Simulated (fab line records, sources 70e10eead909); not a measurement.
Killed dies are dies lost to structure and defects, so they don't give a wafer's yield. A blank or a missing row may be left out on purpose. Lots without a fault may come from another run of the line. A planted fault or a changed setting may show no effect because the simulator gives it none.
A struck lot beside a sound one | flow nand_harc | 39 steps out of a route of 1302
Sound: wafers L987.3, L987.5, L987.6. Struck: wafer L979.4. (L979.2, L979.3 of the same lot were not struck and are left out.) The cause comes at the end.
At each step with rows: each side's tool, then ch and its chambers, then its first start. Under that, the readings that differ: sound wafers | struck wafers | difference of the means | sigmas: that difference in standard deviations of wafers without a fault.
alike: readings whose means differ by less than 2 such deviations, and words and numbers that are the same on both sides. not compared: withheld readings, readings that some wafer has no value for, bounds like >300 that may hide the same value, and numbers for which the record gives no deviation and whose values overlap.
The two part at a step that has a row with sigmas, a row that says differs or no value, or rows on one side only. Numbers that don't overlap but have no deviation are shown without sigmas and don't part them. A reading that every wafer of one side lacks parts them only if that side has two wafers or more.

NHARC_A_STAIRCASE_TRIM_196: chemistry O2, time 211.2 s.
  sound on rie_diel-08 ch 2,3, day 23 07:07; struck on rie_diel-08 ch 1, day 19 19:04
  reading                         | sound          | struck | difference | sigmas
  showerhead_plenum_p_Torr (Torr) | 3.51 3.35 3.51 | 3.79   | +0.33      | +2
  alike: chamber_pressure_mTorr, drypump_motor_current_A, oes_product_au, rf_vpp_V, throttle_valve_pct
  not compared: rf_hours_counter_h
then, 2 steps without rows for these wafers: NHARC_A_STAIRCASE_ETCH_197 (etches the open film in C4F8/O2, target depth 100 nm, time 40.5 s); NHARC_A_STAIRCASE_TRIM_198 (chemistry O2, time 211.2 s).
NHARC_A_STAIRCASE_ETCH_199: etches the open film in C4F8/O2, target depth 100 nm, time 40.5 s.
  sound on rie_diel-08 ch 2,3; struck on rie_diel-08 ch 1
  reading      | sound       | struck | difference | sigmas
  rf_vpp_V (V) | 889 888 896 | 906    | +15        | +3
  alike: chamber_pressure_mTorr, oes_product_au
  not compared: rf_hours_counter_h
then, 6 steps without rows for these wafers: NHARC_A_STAIRCASE_TRIM_200 (chemistry O2, time 211.2 s); NHARC_A_STAIRCASE_ETCH_201 (etches the open film in C4F8/O2, target depth 100 nm, time 40.5 s); NHARC_A_STAIRCASE_TRIM_202 (chemistry O2, time 211.2 s); NHARC_A_STAIRCASE_ETCH_203 (etches the open film in C4F8/O2, target depth 100 nm, time 40.5 s); NHARC_A_STAIRCASE_STRIP_205 (strips in O2); NHARC_A_STAIRCASE_STRIP_206 (strips in SPM, time 900 s).
NHARC_A_STAIRCASE_PRECLEAN_207: cleans in SC1.
  sound on wet_bench-05 ch 0,5,6, day 23 08:37; struck on wet_bench-09 ch 4, day 19 20:30
  alike: diw_flow_mL_min
then, 23 steps without rows for these wafers: NHARC_A_STAIRCASE_SRD_208; NHARC_A_STAIRCASE_DEHYDRATE_209 (time 120 s); NHARC_A_STAIRCASE_HMDS_210 (time 30 s); NHARC_A_STAIRCASE_COAT_211; NHARC_A_STAIRCASE_SOFTBAKE_212 (time 170 s); NHARC_A_STAIRCASE_EBR_213; NHARC_A_STAIRCASE_EXPOSE_214 (exposes mask STAIR 3); NHARC_A_STAIRCASE_PEB_215 (peb time 130 s); NHARC_A_STAIRCASE_DEVELOP_216 (time 140 s); NHARC_A_STAIRCASE_HARDBAKE_218 (time 140 s); NHARC_A_STAIRCASE_DESCUM_219 (chemistry O2, time 3 s); NHARC_A_STAIRCASE_TRIM_220 (chemistry O2, time 211.2 s); NHARC_A_STAIRCASE_ETCH_221 (etches the open film in C4F8/O2, target depth 100 nm, time 40.5 s); NHARC_A_STAIRCASE_TRIM_222 (chemistry O2, time 211.2 s); NHARC_A_STAIRCASE_ETCH_223 (etches the open film in C4F8/O2, target depth 100 nm, time 40.5 s); NHARC_A_STAIRCASE_TRIM_224 (chemistry O2, time 211.2 s); NHARC_A_STAIRCASE_ETCH_225 (etches the open film in C4F8/O2, target depth 100 nm, time 40.5 s); NHARC_A_STAIRCASE_TRIM_226 (chemistry O2, time 211.2 s); NHARC_A_STAIRCASE_ETCH_227 (etches the open film in C4F8/O2, target depth 100 nm, time 40.5 s); NHARC_A_STAIRCASE_TRIM_229 (chemistry O2, time 211.2 s); NHARC_A_STAIRCASE_ETCH_230 (etches the open film in C4F8/O2, target depth 100 nm, time 40.5 s); NHARC_A_STAIRCASE_TRIM_231 (chemistry O2, time 211.2 s); NHARC_A_STAIRCASE_ETCH_232 (etches the open film in C4F8/O2, target depth 100 nm, time 40.5 s).
NHARC_A_STAIRCASE_TRIM_233: chemistry O2, time 211.2 s.
  sound on rie_diel-08 ch 0,2,3; struck on rie_diel-04 ch 2
  reading               | sound             | struck | difference | sigmas
  oes_product_au (a.u.) | 0.999 0.981 1.000 | 1.015  | +0.022     | +3
  alike: chamber_pressure_mTorr, drypump_motor_current_A, rf_vpp_V, showerhead_plenum_p_Torr, throttle_valve_pct
  not compared: rf_hours_counter_h
NHARC_A_STAIRCASE_ETCH_234: etches the open film in C4F8/O2, target depth 100 nm, time 40.5 s.
  sound on rie_diel-08 ch 1,2; struck on rie_diel-04 ch 1
  alike: chamber_pressure_mTorr, oes_product_au, rf_vpp_V
  not compared: rf_hours_counter_h
NHARC_A_STAIRCASE_TRIM_235: chemistry O2, time 211.2 s.
  sound on rie_diel-08 ch 0,1,2; struck on rie_diel-04 ch 2
  alike: chamber_pressure_mTorr, drypump_motor_current_A, oes_product_au, rf_vpp_V, showerhead_plenum_p_Torr, throttle_valve_pct
  not compared: rf_hours_counter_h
then, 1 step without rows for these wafers: NHARC_A_STAIRCASE_ETCH_236 (etches the open film in C4F8/O2, target depth 100 nm, time 40.5 s).
-- the record jumps here: 8 days lie between the struck wafers' starts before and after (it left off in module A_STAIRCASE and takes up again in module END, whose first step shown is number 1302 of the route) --
NHARC_END_SORT_01:
  the record has rows for the struck wafers here (prober-02 ch 0, day 28 03:53) and none for the sound ones

WHERE THEY PART
First at NHARC_A_STAIRCASE_TRIM_196; last, within this record, at NHARC_END_SORT_01.

WHY: what the simulator had put in
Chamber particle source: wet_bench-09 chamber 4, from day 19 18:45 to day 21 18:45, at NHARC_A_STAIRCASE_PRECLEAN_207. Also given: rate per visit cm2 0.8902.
